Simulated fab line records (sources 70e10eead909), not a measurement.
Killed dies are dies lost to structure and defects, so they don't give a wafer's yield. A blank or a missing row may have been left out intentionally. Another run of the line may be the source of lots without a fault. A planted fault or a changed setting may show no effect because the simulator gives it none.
Matching of chambers + flow nand_harc + NHARC_P_M2_STRIP_18 on rie_diel-13 has 4 sister chambers
The step strips in N2/H2. 14 wafers are shown with their chamber, then 7 later ones without.

WAFERS PAIRED WITH THEIR CHAMBERS
| wafer  | chamber | drypump_motor_current_A (A) | oes_product_au (a.u.) | rf_vpp_V (V) |
|--------|---------|-----------------------------|-----------------------|--------------|
| L074.2 | 1       | 6.2                         | 0.994                 | 91.8         |
| L074.3 | 3       | 5.7                         | 1.021                 | 91.0         |
| L074.4 | 0       | 5.3                         | 1.003                 | 90.1         |
| L081.1 | 2       | 5.4                         | 1.000                 | 91.5         |
| L081.3 | 0       | 5.2                         | 1.013                 | 90.1         |
| L081.5 | 2       | 5.4                         | 0.992                 | 92.3         |
| L083.1 | 1       | 6.2                         | 0.989                 | 90.3         |
| L083.3 | 3       | 5.7                         | 1.016                 | 90.1         |
| L083.4 | 2       | 5.4                         | 0.996                 | 91.5         |
| L088.1 | 2       | 5.4                         | 1.008                 | 90.7         |
| L088.4 | 0       | 5.2                         | 1.019                 | 89.4         |
| L088.6 | 3       | 5.7                         | 1.011                 | 91.8         |
| L089.4 | 0       | 5.3                         | 1.021                 | 89.6         |
| L089.5 | 0       | 5.2                         | 1.013                 | 89.9         |

SIGNATURES (means of the wafers above)
| reading                 | chamber 0 | chamber 1 | chamber 2 | chamber 3 | scatter within a chamber |
|-------------------------|-----------|-----------|-----------|-----------|--------------------------|
| drypump_motor_current_A | 5.240     | 6.200     | 5.400     | 5.700     | 0.0346                   |
| oes_product_au          | 1.01380   | 0.99150   | 0.99900   | 1.01600   | 0.00632                  |
| rf_vpp_V                | 89.820    | 91.050    | 91.500    | 90.967    | 0.651                    |
Rule: for each reading, subtract the chamber's mean from the wafer's reading, divide by that reading's scatter and square the result; add these up over the readings and take the root, which gives the wafer's distance from the chamber. If the next closest chamber is less than 2 further off than the closest, the wafer can't be placed; otherwise it belongs to the closest. The scatter: take each reading less its chamber's mean, square it, sum over the shown wafers, divide by the number of wafers less the number of chambers, and take the root.

WAFERS WHOSE CHAMBER IS MISSING
| wafer  | drypump_motor_current_A (A) | oes_product_au (a.u.) | rf_vpp_V (V) |
|--------|-----------------------------|-----------------------|--------------|
| L089.6 | 5.7                         | 1.021                 | 90.3         |
| L090.3 | 5.7                         | 1.004                 | 89.5         |
| L090.4 | 5.3                         | 1.009                 | 90.0         |
| L090.5 | 5.3                         | 1.006                 | 89.6         |
| L092.1 | 5.4                         | 0.989                 | 91.9         |
| L092.3 | 5.3                         | 1.011                 | 90.5         |
| L092.5 | 5.7                         | 1.001                 | 90.1         |

CHAMBER TAKEN BY EACH
| wafer  | from the rows above     | in truth |
|--------|-------------------------|----------|
| L089.6 | 3                       | 3        |
| L090.3 | 3                       | 3        |
| L090.4 | 0                       | 0        |
| L090.5 | 0                       | 0        |
| L092.1 | 2                       | 2        |
| L092.3 | can't be placed: 0 or 2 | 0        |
| L092.5 | 3                       | 3        |
Placed correctly: 6 of 7. These rows do not allow placing 1 (true chamber among the candidates in 1). Placed wrongly: 0.
